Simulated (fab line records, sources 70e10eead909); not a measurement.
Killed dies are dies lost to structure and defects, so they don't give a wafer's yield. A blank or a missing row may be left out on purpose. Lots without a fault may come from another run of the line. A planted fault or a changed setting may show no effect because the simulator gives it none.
fab line records | flow nand_harc
record lots=12 wafers=34 last_day=33
route steps=1302 shown P_M2@348 P_BONDPAD@369 END@1302
lots that met no fault: from a run of the same line without faults
start_h: hours from the record's first day to the start of the lot's first wafer shown | wait_h: hours since the lot's step before | " the same as in the row above | L1.1+2: a row that stands for several wafers | - no value, or no start given | * or withheld: withheld | < > ~ a bound
route shown NAME@n: a module of which the file shows steps, and the number in the route of the first | usual: mean/standard deviation of fault-free wafers | same: alike in all rows | chamber/n: place in a boat | sites: the reading at each site | _std_site: their standard deviation | _edge_site: outer sites' mean less inner sites' | radius_mm: how far each site lies from the wafer's centre | mask NAME#n: copy n | behind: the tool/chamber that last shaped the wafer | hold: why the lot was held/for how many hours/how that ended | device: the transistor (n, p or np) that didn't switch | end of line: the same wafers' tests at the end of the route | a step without rows: its recipe alone | killed: dies lost to structure and defects at the first sort, not the wafer's yield | map: a wafer's dies, x killed, . not, _ none there
set.NAME: the setting as run; set.NAME@STEP: as run at that earlier step | model.NAME: the simulator's own value behind a step, which no gauge read
steps of the route over a sample of lots; a table a step, a row a wafer
services: from which hour (start_h, from the record's first day; less than 0 if before it) a tool's chamber was out of use, for how many hours, and why
## steps
# step NHARC_P_M2_INSPECT_27
# usual raw_defect_count=311/110
# columns lot.wafer tool chamber start_h wait_h raw_defect_count
L236.4 defect_inspect-01 - 131.51 0.0 304
L236.5 " - " " 397
L236.6 " - " " 460
L237.1 defect_inspect-01 - 146.24 0.0 280
L237.2 " - " " 285
L237.6 " - " " 298
L239.1 defect_inspect-02 - 164.03 0.0 433
L239.4 " - " " 360
L239.6 " - " " 381
L240.2 defect_inspect-02 - 167.04 0.0 403
L240.3 " - " " 343
L240.4 " - " " 435
L244.1 defect_inspect-02 - 215.75 0.0 526
L244.4 " - " " 388
L244.6 " - " " 413
L245.2 defect_inspect-01 - 218.85 0.0 253
L245.3 " - " " 426
L245.4 " - " " 199
L247.2 defect_inspect-01 - 243.13 0.0 248
L247.4 " - " " 312
L247.5 " - " " 390
L250.2 defect_inspect-01 - 279.67 0.0 219
L250.4 " - " " 231
L250.6 " - " " 467
L252.4 defect_inspect-01 - 298.77 0.0 402
L252.5 " - " " 375
L254.4 defect_inspect-01 - 322.39 0.0 447
L254.5 " - " " 360
L258.1 defect_inspect-02 - 351.69 0.0 221
L258.3 " - " " 223
L258.6 " - " " 253
L259.2 defect_inspect-01 - 363.34 0.0 480
L259.4 " - " " 400
L259.5 " - " " 518
# step NHARC_P_BONDPAD_ETCH_12
# recipe target_depth_a=2000 time_s=100 chf3_flow_sccm=50 o2_flow_sccm=10 ar_flow_sccm=200 rf_w=500 bias_w=200 chemistry=CHF3/O2
# usual chf3_flow_sccm=49.98/0.14 drypump_motor_current_A=5.7/0.39 oes_product_au=0.944/0.024 rf_vpp_V=371.9/2.3 run_length_s=121.4/0.57 showerhead_plenum_p_Torr=2.46/0.099 throttle_valve_pct=20.573/0.0093
# same time_s=100
# columns lot.wafer tool chamber start_h wait_h chf3_flow_sccm drypump_motor_current_A oes_product_au rf_hours_counter_h rf_vpp_V run_length_s showerhead_plenum_p_Torr throttle_valve_pct
L236.6 rie_diel-12 0 - - 49.84 5.6 0.925 - 375.1 120.7 2.58 20.589
L236.5 " 1 " " 49.85 5.6 0.937 - 371.9 120.8 2.45 20.567
L236.4 " 3 " " 49.96 5.8 0.913 - 372.0 121.1 2.44 20.581
L237.1 rie_diel-12 0 - - 50.01 5.6 0.919 1.3 375.3 120.5 2.58 20.569
L237.2 " 2 " " 49.79 6.7 0.952 0.9 373.1 122.0 2.56 20.574
L237.6 " 3 " " 49.97 5.8 0.911 - 371.9 121.3 2.44 20.584
L239.1 rie_diel-12 3 - - 50.16 5.8 0.920 1.5 371.8 121.4 2.44 20.577
L239.4 " 0 " " 49.78 5.6 0.927 1.6 374.8 120.4 2.58 20.553
L239.6 " 3 " " 49.85 5.8 0.921 - 370.0 121.1 2.44 20.570
L240.3 rie_diel-10 1 - - 50.04 6.0 0.938 4.0 369.9 121.8 2.39 20.576
L240.2 " 2 " " 49.98 5.4 0.919 3.6 372.9 121.3 2.56 20.579
L240.4 " 3 " " 49.92 5.7 0.928 3.1 372.6 121.9 2.48 20.570
L244.4 rie_diel-01 2 - - 50.19 5.9 0.963 0.1 374.9 121.9 2.56 20.574
L244.1 " 3 " " 50.08 5.1 1.000 0.1 366.4 121.7 2.25 20.583
L244.6 " 2 " " 49.93 5.9 0.948 - 373.4 122.2 2.56 20.578
L245.4 rie_diel-10 1 - - 49.97 6.0 0.989 6.8 371.5 121.8 2.39 20.578
L245.2 " 2 " " 49.94 5.4 0.984 6.6 373.6 121.3 2.56 20.581
L245.3 " 0 " " 50.25 5.4 0.969 6.3 368.8 121.7 2.38 20.579
L247.2 rie_diel-12 1 - - 49.78 5.6 0.950 4.3 371.8 120.7 2.45 20.571
L247.4 " 3 " " 50.07 5.8 0.967 4.1 371.7 121.2 2.44 20.573
L247.5 " 1 " " 49.90 5.6 0.969 - 371.8 120.8 2.45 20.573
L250.2 rie_diel-01 2 - - 49.65 5.9 0.949 3.0 373.5 122.0 2.56 20.568
L250.4 " 3 " " 49.79 5.1 0.971 3.3 368.0 121.4 2.25 20.569
L250.6 " 3 " " 49.79 5.1 0.980 - 366.4 121.7 2.25 20.566
L252.4 rie_diel-12 1 - - 50.06 5.6 0.936 0.7 371.3 121.3 2.45 20.573
L252.5 " 2 " " 49.97 6.7 0.942 - 373.4 122.3 2.56 20.571
L254.5 rie_diel-12 0 - - 49.89 5.6 0.965 - 374.8 120.3 2.58 20.558
L254.4 " 1 " " 50.12 5.6 0.970 - 371.3 121.1 2.45 20.569
L258.1 rie_diel-01 3 - - 50.19 5.1 0.940 6.5 368.3 121.5 2.25 20.562
L258.3 " 1 " " 49.95 5.5 0.917 5.8 369.7 120.6 2.36 20.555
L258.6 " 3 " " 50.25 5.1 0.933 - 367.3 121.5 2.25 20.560
L259.2 rie_diel-01 2 - - 50.00 5.9 0.956 6.4 374.3 122.2 2.56 20.568
L259.4 " 0 " " 49.82 5.9 0.953 6.2 370.9 121.4 2.41 20.578
L259.5 " 1 " " 50.12 5.5 0.937 - 368.9 121.0 2.36 20.582
# step NHARC_P_BONDPAD_ETCH_24
# recipe target_depth_a=300 over_etch_frac=0.3 time_s=72.99 ion_energy_ev=150 cf4_flow_sccm=50 n2_flow_sccm=100 ar_flow_sccm=150 rf_w=300 bias_w=100 chemistry=CF4/N2
# usual drypump_motor_current_A=5.7/0.37 oes_product_au=0.999/0.012 rf_vpp_V=314.9/2.2 run_length_s=94.3/0.52 showerhead_plenum_p_Torr=2.67/0.11 throttle_valve_pct=19.795/0.0085
# columns lot.wafer tool chamber start_h wait_h drypump_motor_current_A oes_product_au rf_hours_counter_h rf_vpp_V run_length_s showerhead_plenum_p_Torr throttle_valve_pct
L236.4 rie_diel-01 3 134.11 - 5.1 1.000 6.5 310.5 94.5 2.46 19.806
L236.6 " 2 " " 5.9 0.973 - 317.8 95.1 2.80 19.792
L236.5 " 3 " " 5.1 0.999 - 311.6 94.5 2.46 19.800
L237.2 rie_diel-10 3 148.77 - 5.7 1.007 2.7 315.5 94.2 2.71 19.787
L237.1 " 1 " " 6.0 1.022 3.7 314.3 94.6 2.61 19.808
L237.6 " 0 " " 5.4 1.010 - 313.9 94.7 2.60 19.795
L239.1 rie_diel-01 3 166.44 - 5.1 1.013 9.4 310.9 94.9 2.46 19.787
L239.4 " 1 " " 5.5 0.996 9.4 313.4 93.9 2.58 19.803
L239.6 " 3 " " 5.1 1.018 - 309.3 94.6 2.46 19.798
L240.3 rie_diel-01 1 169.67 - 5.5 0.987 9.5 313.4 94.3 2.58 19.804
L240.2 " 2 " " 5.9 0.980 8.9 319.2 95.6 2.80 19.786
L240.4 " 3 " " 5.1 1.010 9.5 309.8 94.8 2.46 19.785
L244.4 rie_diel-12 2 218.35 - 6.7 0.995 2.4 317.5 95.1 2.79 19.786
L244.1 " 1 " " 5.6 1.014 2.9 313.5 93.9 2.68 19.791
L244.6 " 2 " " 6.7 0.993 - 317.7 95.2 2.80 19.790
L245.4 rie_diel-12 0 221.56 - 5.6 0.997 3.1 317.8 93.6 2.82 19.794
L245.3 " 1 " " 5.6 1.013 3.1 315.5 93.7 2.68 19.793
L245.2 " 3 " " 5.8 0.986 2.8 313.9 94.6 2.67 19.802
L247.4 rie_diel-01 2 245.67 - 5.9 0.992 1.4 318.9 94.8 2.80 19.805
L247.2 " 0 " " 5.9 1.006 1.1 314.0 94.5 2.63 19.788
L247.5 " 3 " " 5.1 1.011 - 310.7 94.9 2.46 19.796
L250.2 rie_diel-01 2 282.25 - 5.9 0.984 3.1 317.3 95.4 2.80 19.799
L250.6 " 3 " " 5.1 1.000 - 309.8 94.9 2.46 19.796
L250.4 " 2 " " 5.9 0.977 - 315.7 95.4 2.80 19.794
L252.4 rie_diel-01 1 301.50 - 5.5 0.994 3.7 314.4 93.6 2.58 19.789
L252.5 " 1 " " 5.5 0.996 - 313.2 103.2 2.58 19.808
L254.4 rie_diel-01 0 325.19 - 5.9 0.997 5.1 314.2 94.1 2.63 19.788
L254.5 " 0 " " 5.9 0.997 - 314.9 103.5 2.63 19.818
L258.3 rie_diel-12 0 354.22 - 5.6 1.019 2.4 317.1 93.8 2.82 19.800
L258.1 " 3 " " 5.8 0.998 1.7 313.7 94.5 2.67 19.808
L258.6 " 1 " " 5.6 1.003 - 314.3 93.8 2.67 19.812
L259.2 rie_diel-10 0 366.05 - 5.4 0.987 6.9 313.1 94.7 2.59 19.795
L259.4 " 1 " " 6.0 0.995 7.0 314.5 94.5 2.61 19.784
L259.5 " 0 " " 5.4 0.992 - 315.3 94.6 2.59 19.800
# step NHARC_P_BONDPAD_THK_MEAS_20
# recipe thk_meas_gauge=xrf
# usual thk_nm=160.7/1.5
# columns lot.wafer tool chamber start_h wait_h thk_nm
L236.4 film_metro-01 - 135.90 - 158.1
L236.5 " - " " 160.0
L236.6 " - " " 157.3
L237.1 film_metro-01 - 150.88 - 161.0
L237.2 " - " " 162.2
L237.6 " - " " 161.0
L239.1 film_metro-02 - 168.24 - 161.6
L239.4 " - " " 161.8
L239.6 " - " " 162.9
L240.2 film_metro-02 - 171.47 - 159.7
L240.3 " - " " 160.9
L240.4 " - " " 160.8
L244.1 film_metro-02 - 220.40 - 158.2
L244.4 " - " " 160.1
L244.6 " - " " 159.9
L245.2 film_metro-01 - 223.60 - 159.0
L245.3 " - " " 161.0
L245.4 " - " " 163.2
L247.2 film_metro-02 - 247.48 - 162.6
L247.4 " - " " 165.0
L247.5 " - " " 160.5
L250.2 film_metro-02 - 284.05 - 160.3
L250.4 " - " " 161.4
L250.6 " - " " 160.8
L252.4 film_metro-02 - 303.29 - 159.7
L252.5 " - " " 159.6
L254.4 film_metro-01 - 326.99 - 159.1
L254.5 " - " " 158.5
L258.1 film_metro-02 - 356.02 - 159.6
L258.3 " - " " 161.6
L258.6 " - " " 159.3
L259.2 film_metro-02 - 367.85 - 158.5
L259.4 " - " " 159.9
L259.5 " - " " 160.3
# step NHARC_END_SORT_01
# recipe temp_c=25
# usual defect_limited_yield=91/3 killed_at_array=55/20 killed_at_other=1.2/1.3 killed_at_periphery=4.0/3 killed_dies=60/21 killed_open=3.2/1.9 killed_short=2.5/1.6
# same gross_dies=677
# columns lot.wafer tool chamber start_h wait_h defect_limited_yield[%] killed_at_array killed_at_other killed_at_periphery killed_dies killed_open killed_short
L236.4 prober-02 0 566.21 3.4 90 58 2 9 69 4 3
L236.5 prober-02 0 567.01 3.7 89 60 2 10 72 3 0
L236.6 prober-02 0 567.81 4.0 89 63 2 11 76 5 0
L239.1 prober-02 0 588.70 2.5 95 22 0 11 33 5 1
L239.4 prober-02 0 591.14 3.4 96 23 0 4 27 7 5
L239.6 prober-02 0 592.77 4.1 96 19 0 5 24 4 1
# killed by level:class
L236.4 A_CHANNEL_HOLE_D2:chamber_film_flake=29 A_SLIT:chamber_film_flake=17 P_CONTACT:chamber_film_flake=7 A_STAIRCASE:chamber_film_flake=3 P_CONTACT:geometric_particle:open=1 A_CHANNEL_FILL_D1:geometric_particle:open=1 A_DECK1_JOINT:geometric_particle:short=1 A_WL_FILL:geometric_particle:short=1
L236.5 A_CHANNEL_HOLE_D2:chamber_film_flake=26 A_SLIT:chamber_film_flake=23 P_CONTACT:chamber_film_flake=7 A_CHANNEL_HOLE_D1:chamber_film_flake=3 A_DECK1_JOINT:chamber_film_flake=3 THIN_TSV:chamber_film_flake=2 A_STAIRCASE:chamber_film_flake=2 P_GATE:geometric_particle:open=1
L236.6 A_CHANNEL_HOLE_D2:chamber_film_flake=31 A_SLIT:chamber_film_flake=22 P_CONTACT:chamber_film_flake=7 A_STAIRCASE:chamber_film_flake=4 P_M2:chamber_film_flake=3 P_M1:geometric_particle:open=1 A_ONON_D2:geometric_particle:open=1 A_CHANNEL_HOLE_D2:geometric_particle:open=1
L239.1 A_CHANNEL_HOLE_D2:chamber_film_flake=12 P_M1:chamber_film_flake=5 A_CONTACT:chamber_film_flake=3 P_GATE:chamber_film_flake=2 A_CHANNEL_FILL_D2:chamber_film_flake=2 A_WL_FILL:chamber_film_flake=2 P_CONTACT:geometric_particle:short=1 P_CONTACT:geometric_particle:open=1
L239.4 A_CHANNEL_HOLE_D2:chamber_film_flake=7 A_CHANNEL_HOLE_D1:chamber_film_flake=4 A_CHANNEL_FILL_D1:geometric_particle:short=2 P_M1:chamber_film_flake=2 P_CONTACT:geometric_particle:open=1 P_M0:geometric_particle:open=1 A_ONON_D1:geometric_particle:open=1 A_CHANNEL_HOLE_D1:geometric_particle:short=1
L239.6 A_CHANNEL_HOLE_D2:chamber_film_flake=9 A_CONTACT:chamber_film_flake=3 A_DECK1_JOINT:chamber_film_flake=2 P_GATE:geometric_particle:open=1 P_CONTACT:geometric_particle:open=1 A_CHANNEL_FILL_D1:geometric_particle:short=1 A_CHANNEL_HOLE_D2:geometric_particle:open=1 A_CONTACT:geometric_particle:open=1
## services
# columns tool chamber start_h hours kind
rie_diel-12 2 124.60 9.2 repair
rie_diel-01 0 133.87 - clean
rie_diel-01 1 133.87 - clean
rie_diel-01 2 133.87 - clean
rie_diel-01 3 133.87 - clean
rie_diel-01 0 158.37 - clean
rie_diel-01 1 158.37 - clean
rie_diel-01 2 158.37 - clean
rie_diel-01 3 158.37 - clean
rie_diel-01 0 160.74 2.7 repair
rie_diel-01 2 182.77 1.2 repair
rie_diel-01 0 182.87 - clean
rie_diel-01 1 182.87 - clean
rie_diel-01 3 182.87 - clean
rie_diel-01 - 203.82 9.0 pm
rie_diel-01 0 203.82 9.0 vent_cycle
rie_diel-01 1 203.82 9.0 vent_cycle
rie_diel-01 2 203.82 9.0 vent_cycle
rie_diel-01 3 203.82 9.0 vent_cycle
rie_diel-10 1 227.91 13.4 repair
rie_diel-10 - 242.50 9.0 pm
rie_diel-12 - 268.40 9.0 pm
rie_diel-12 3 309.12 18.7 repair
rie_diel-12 0 365.39 4.5 repair
## key
first_sign step=NHARC_P_BONDPAD_ETCH_24 reading=run_length_s direction=up sigmas=17 usual=* struck=*
effect none on later readings
met_at NHARC_P_BONDPAD_ETCH_24
struck_lots L252,L254
struck_wafers L252.5,L254.5
not_acting_at NHARC_P_M2_INSPECT_27,NHARC_P_BONDPAD_ETCH_12,NHARC_P_BONDPAD_THK_MEAS_20
onset_between 282.25 301.50
fault kind=process_parameter_drift tool=rie_diel-01 chamber=- onset_h=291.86 steps=NHARC_P_BONDPAD_ETCH_24 channel=time_s offset=* shape=step end_h=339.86 scope=struck_wafers_only acts_in=* stated=*
